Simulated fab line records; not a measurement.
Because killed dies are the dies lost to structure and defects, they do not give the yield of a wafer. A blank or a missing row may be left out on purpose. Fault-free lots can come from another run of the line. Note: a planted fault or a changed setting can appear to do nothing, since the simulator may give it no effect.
What tool caused it?	flow nand_harc	route of 1302 steps, sampled at 1 step: 12 lots, 36 wafers

## WHAT THE GAUGES SHOWED, per wafer
NHARC_A_CONTACT_CD_MEAS_08: the cd target is 200 nm.
lot	measured	on	cd_nm (nm)
L076	day 23 03:08	cd_sem-01	200.6 200.3 199.9
L077	day 23 09:37	cd_sem-01	199.6 199.6 199.2
L079	day 24 09:32	cd_sem-02	200.2 200.9 200.0
L081	day 25 22:43	cd_sem-01	199.1 200.1 200.2
L085	day 27 01:43	cd_sem-02	198.6 200.3 199.5
L083	day 27 10:53	cd_sem-01	200.1 200.2 200.0
L086	day 27 20:23	cd_sem-01	200.4 200.8 200.8
L090	day 28 03:12	cd_sem-02	200.0 200.4 200.4
L091	day 29 08:42	cd_sem-03	199.4 199.3 200.0
L093	day 30 10:55	cd_sem-02	200.5 200.2 200.3
L096	day 30 19:35	cd_sem-01	199.2 199.6 199.6
L097	day 32 14:43	cd_sem-02	200.7 201.0 201.4

## WHICH TOOL RAN EACH LOT (tool, then ch and the chambers of the sampled wafers, then the start)
The record holds no process step before these readings.

## THE ANSWER, worked out from the rows above alone
Rule: what is usual is taken from the lots themselves. Put in order of their means at a reading, lots are off if they are a third of the lots or fewer, leave a main group of 4 or more, and stand apart from it by a gap of 3 or more times the standard deviation of the main group's means; of several such gaps the widest counts. A main group is skipped when, at the precision printed for the reading in the tables above, its means are all equal. A lot without any number at a reading at which 4 lots or more have one is off too. The other lots that the step has rows for count as sound.
No lot is off on any of the readings shown, so nothing can be concluded from this.

## WHAT THE SIMULATOR HAD PUT IN
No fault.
